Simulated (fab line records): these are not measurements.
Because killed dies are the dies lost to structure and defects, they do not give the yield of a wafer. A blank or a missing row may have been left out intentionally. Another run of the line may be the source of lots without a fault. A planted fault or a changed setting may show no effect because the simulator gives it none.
fab line records    flow n5_finfet
record lots=7  wafers=39
route steps=1938 shown WELL_APT@32 FIN_SAQP@102 DUMMY_GATE@243 SD_EPI_P@312 HKMG_FIN@414 GATE_CUT@501 BEOL_M4@1111
start_h: hours from the record's first day to the start of the lot's first wafer shown    wait_h: hours from the lot's prior step to this one    " same as the row above    L1.1+2: a single row standing in for several wafers    - no value present, or no start provided    * or withheld: withheld    < > ~ a bound
route shown NAME@n: names a module that has steps shown in the file, with the first one's number in the route    usual: average and standard deviation across the fault-free wafers    same: alike in all rows    chamber/n: place in a boat    sites: per-site readings    _std_site: their standard deviation    _edge_site: mean of outer sites minus mean of inner sites    radius_mm: how far each site lies from the wafer's centre    mask NAME#n: copy n    behind: the last tool/chamber to shape the wafer    hold: why the lot went on hold/how many hours it stayed there/how the hold came to an end    device: the n, p or np transistor that did not switch    end of line: the same wafers' tests at the end of the route    step lacking rows: just its recipe    killed: dies that structure and defects cost at the first sort, which is not the same as the wafer's yield    map: dies across one wafer; x = killed, . = not, _ = none there
set.NAME: the setting as run; set.NAME@STEP: as run at that earlier step    model.NAME: the simulator's own value behind a step, which no gauge read
lots with deliberately changed settings; one table per step, one row per wafer
## steps
# step N5_WELL_APT_IMPLANT_14
# recipe species=P  energy_kev=160  dose_cm2=1.5e+13  tilt_deg=0  rotation_deg=0
# step N5_FIN_SAQP_HM_DEP_72
# recipe material=SiO2  target_thk_a=120  temp_c=400  precursor=SiH4/N2O  pressure_torr=0.75  rf_w=275  time_s=7.2
# step N5_DUMMY_GATE_ETCH_31
# recipe chemistry=C4F6/O2  target=SiO2  mask_material=SOC  target_depth_a=825  time_s=27.5  ion_energy_ev=250  pressure_mtorr=30  source_w=345  bias_w=185  Ar_flow_sccm=300  C4F6_flow_sccm=10  O2_flow_sccm=10
# step N5_SD_EPI_P_ETCH_16
# recipe chemistry=CHF3/O2  target=SiO2  target_depth_a=50  mask_material=SOC  pressure_mtorr=30  source_w=650  bias_w=170  Ar_flow_sccm=200  CHF3_flow_sccm=50  O2_flow_sccm=5  ion_energy_ev=200
# step N5_SD_EPI_P_EPI_21
# recipe material=SiGe:B  dopant=B  temp_c=550  pressure_torr=20  ambient=H2  time_s=355
# step N5_HKMG_FIN_RTA_80
# recipe temp_c=withheld  time_s=2  ambient=N2  idle_temp_c=600  ramp_up_c_per_s=150  ramp_down_c_per_s=60  cool_to_c=600
# step N5_HKMG_FIN_NWFM_ALD_20
# recipe material=TiAlC  target_thk_a=20  temp_c=300  ald_precursor_family=TiCl4  ald_co_reactant=TEA  pulse_time_s=3  purge_time_s=2  co_reactant_purge_time_s=2  co_reactant_pulse_time_s=10  ald_cycles=7  pressure_torr=3
# step N5_HKMG_FIN_ETCH_67
# recipe chemistry=N2/H2  target=SOC  target_depth_a=3889  stop_on=TiN  ion_energy_ev=100  bias_w=61  pressure_mtorr=30  source_w=850  n2_flow_sccm=200  h2_flow_sccm=200
# step N5_GATE_CUT_CUT_ETCH_54
# recipe chemistry=Cl2/BCl3  target=TiN  mask_material=SiO2  target_depth_a=967  pressure_mtorr=10  icp_w=1000  bias_w=126  Cl2_flow_sccm=53.25  bcl3_flow_sccm=21.75  Ar_flow_sccm=25  ends=cleared
# step N5_BEOL_M4_RC_MEAS_101
# usual IOFF_P_LONG=0.000105/9.1e-06  RS_NWELL=1038/7  RS_SD_P=65.8/1  VT_N_LVT=98.2/2.7
lot.wafer  tool       chamber  start_h  wait_h  set.dose_cm2@WELL_APT_IMPLANT_14  set.time_s@FIN_SAQP_HM_DEP_72  set.target_depth_a@DUMMY_GATE_ETCH_31  set.target_depth_a@SD_EPI_P_ETCH_16  set.time_s@SD_EPI_P_EPI_21  set.time_s@HKMG_FIN_RTA_80  set.co_reactant_pulse_time_s@HKMG_FIN_NWFM_ALD_20  set.target_depth_a@HKMG_FIN_ETCH_67  set.Cl2_flow_sccm@GATE_CUT_CUT_ETCH_54  IOFF_P_LONG[nA/um]  RS_NWELL[ohm/sq]  RS_SD_P[ohm/sq]  VT_N_LVT[mV]
L085.1     prober-02  0        231.98   0.0     1.5e+13                           6.734                          825                                    50                                   421.6                       2                           10                                                 3889                                 53.25                                   0.000119            1047              58.1             100.2
L085.2     "          0        "        "       1.698e+13                         6.734                          825                                    50                                   421.6                       2                           12.06                                              3889                                 60.93                                   0.000114            971               57.5             94.5
L085.3     "          0        "        "       1.5e+13                           7.2                            796.1                                  50                                   355                         2                           12.06                                              3889                                 60.93                                   0.000118            1046              65.8             93.1
L085.4     "          0        "        "       1.5e+13                           7.2                            796.1                                  50                                   421.6                       2                           10                                                 4352                                 53.25                                   0.000121            1044              57.6             94.5
L085.5     "          0        "        "       1.698e+13                         7.2                            825                                    50                                   355                         2                           12.06                                              4352                                 53.25                                   0.000116            971               65.7             93.6
L085.6     "          0        "        "       1.698e+13                         6.734                          796.1                                  50                                   355                         2                           10                                                 4352                                 60.93                                   0.00012             981               65.0             97.0
L083.1     prober-02  0        240.24   0.0     1.608e+13                         7.2                            897.1                                  50                                   355                         1.552                       10                                                 3889                                 58.16                                   0.000128            1005              65.5             106.6
L083.2     "          0        "        "       1.608e+13                         7.508                          825                                    55.57                                355                         1.552                       11.94                                              3889                                 58.16                                   0.000123            998               64.9             103.6
L083.3     "          0        "        "       1.5e+13                           7.2                            897.1                                  50                                   355                         2                           11.94                                              3889                                 58.16                                   0.000101            1039              65.3             96.6
L083.4     "          0        "        "       1.5e+13                           7.508                          897.1                                  55.57                                355                         2                           11.94                                              3889                                 53.25                                   0.000104            1045              65.0             95.4
L083.5     "          0        "        "       1.5e+13                           7.508                          825                                    50                                   355                         1.552                       10                                                 3889                                 53.25                                   0.000126            1047              66.3             108.0
L083.6     "          0        "        "       1.608e+13                         7.2                            825                                    55.57                                355                         2                           10                                                 3889                                 53.25                                   0.000107            1007              65.6             97.1
L088.1     prober-02  0        258.55   0.0     1.5e+13                           7.853                          728.5                                  52.48                                355                         2                           10                                                 3889                                 53.25                                   0.000105            1042              66.5             99.5
L088.2     "          0        "        "       1.5e+13                           7.2                            728.5                                  50                                   355                         2                           10                                                 3889                                 59.61                                   0.000103            1054              65.7             102.1
L088.3     "          0        "        "       1.732e+13                         7.2                            825                                    50                                   355                         2                           10                                                 3889                                 59.61                                   0.000106            959               65.8             98.6
L088.4     "          0        "        "       1.5e+13                           7.853                          825                                    50                                   355                         2.311                       10                                                 3889                                 53.25                                   9.5e-05             1044              66.1             94.9
L088.5     "          0        "        "       1.732e+13                         7.2                            728.5                                  52.48                                355                         2.311                       10                                                 3889                                 53.25                                   9.6e-05             963               66.5             96.5
L088.6     "          0        "        "       1.732e+13                         7.853                          825                                    52.48                                355                         2.311                       10                                                 3889                                 59.61                                   9.6e-05             962               65.4             94.8
L090.1     prober-02  0        262.20   0.0     1.5e+13                           8.144                          920.7                                  53.15                                309.5                       2.376                       11.9                                               4130                                 53.25                                   9.3e-05             1045              71.4             91.7
L090.2     "          0        "        "       1.385e+13                         7.2                            920.7                                  50                                   355                         2                           10                                                 4130                                 53.25                                   0.000104            1086              65.0             103.4
L090.3     "          0        "        "       1.385e+13                         8.144                          825                                    50                                   355                         2.376                       11.9                                               3889                                 42.12                                   9.1e-05             1084              65.2             94.2
L090.4     "          0        "        "       1.5e+13                           8.144                          825                                    50                                   309.5                       2                           11.9                                               3889                                 53.25                                   0.000107            1036              72.3             97.8
L090.5     "          0        "        "       1.5e+13                           7.2                            825                                    53.15                                309.5                       2.376                       10                                                 3889                                 42.12                                   9.6e-05             1034              71.3             93.2
L090.6     "          0        "        "       1.385e+13                         7.2                            920.7                                  53.15                                355                         2                           10                                                 4130                                 42.12                                   0.000107            1084              64.9             97.2
L091.1     prober-02  0        271.91   0.0     1.5e+13                           7.2                            825                                    50                                   355                         2                           10                                                 3889                                 53.25                                   0.000113            1041              67.0             97.3
L091.4     "          0        "        "       1.5e+13                           7.2                            825                                    50                                   355                         2                           10                                                 3889                                 53.25                                   0.000111            1035              67.4             98.1
L091.5     "          0        "        "       1.5e+13                           7.2                            825                                    50                                   355                         2                           10                                                 3889                                 53.25                                   0.000119            1033              66.4             97.3
L092.1     prober-01  0        282.69   0.0     1.5e+13                           7.2                            825                                    50                                   355                         2                           10.98                                              3889                                 53.25                                   0.000105            1046              67.7             92.9
L092.2     "          0        "        "       1.713e+13                         7.2                            825                                    50                                   355                         2                           10.98                                              3677                                 60.94                                   0.000108            979               67.1             93.0
L092.3     "          0        "        "       1.713e+13                         7.2                            825                                    53.2                                 355                         2                           10                                                 3889                                 60.94                                   0.000107            970               67.1             96.1
L092.4     "          0        "        "       1.5e+13                           8.283                          825                                    50                                   355                         2                           10                                                 3889                                 60.94                                   0.000108            1050              65.3             95.7
L092.5     "          0        "        "       1.713e+13                         8.283                          825                                    53.2                                 355                         2                           10                                                 3677                                 53.25                                   0.000108            973               68.5             96.5
L092.6     "          0        "        "       1.5e+13                           8.283                          825                                    53.2                                 355                         2                           10.98                                              3677                                 53.25                                   0.000109            1042              67.5             94.2
L096.1     prober-02  0        310.36   0.0     1.5e+13                           6.249                          902.5                                  47.52                                299.4                       1.703                       10                                                 3507                                 53.25                                   0.000118            1041              73.9             102.4
L096.2     "          0        "        "       1.385e+13                         7.2                            902.5                                  47.52                                355                         2                           8.746                                              3507                                 47.07                                   0.000111            1083              65.2             104.1
L096.3     "          0        "        "       1.385e+13                         6.249                          825                                    50                                   299.4                       2                           8.746                                              3889                                 47.07                                   0.000111            1081              74.0             102.5
L096.4     "          0        "        "       1.5e+13                           7.2                            825                                    50                                   299.4                       1.703                       8.746                                              3507                                 53.25                                   0.000122            1044              73.1             109.4
L096.5     "          0        "        "       1.385e+13                         6.249                          902.5                                  50                                   355                         2                           10                                                 3889                                 53.25                                   0.000106            1091              66.2             100.6
L096.6     "          0        "        "       1.5e+13                           7.2                            825                                    47.52                                355                         1.703                       10                                                 3889                                 47.07                                   0.000118            1031              66.7             107.1
## key
split step=N5_WELL_APT_IMPLANT_14  setting=dose_cm2  stated_as=1.5e+13
response step=N5_BEOL_M4_RC_MEAS_101  reading=RS_NWELL  slope=-5.55  per=1%  together_with=all  explained=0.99
split step=N5_FIN_SAQP_HM_DEP_72  setting=time_s  stated_as=7.2
response none clear
split step=N5_DUMMY_GATE_ETCH_31  setting=target_depth_a  stated_as=825
response none clear
split step=N5_SD_EPI_P_ETCH_16  setting=target_depth_a  stated_as=50
response none clear
split step=N5_SD_EPI_P_EPI_21  setting=time_s  stated_as=355
response step=N5_BEOL_M4_RC_MEAS_101  reading=RS_SD_P  slope=-0.463  per=1%  together_with=all  explained=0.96
split step=N5_HKMG_FIN_RTA_80  setting=time_s  stated_as=2
response step=N5_BEOL_M4_RC_MEAS_101  reading=IOFF_P_LONG  slope=-7.48e-07  per=1%  together_with=all  explained=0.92
response step=N5_BEOL_M4_RC_MEAS_101  reading=VT_N_LVT  slope=-0.289  per=1%  together_with=all  explained=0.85
split step=N5_HKMG_FIN_NWFM_ALD_20  setting=co_reactant_pulse_time_s  stated_as=10
response none clear
split step=N5_HKMG_FIN_ETCH_67  setting=target_depth_a  stated_as=3889
response none clear
split step=N5_GATE_CUT_CUT_ETCH_54  setting=Cl2_flow_sccm  stated_as=53.25
response none clear
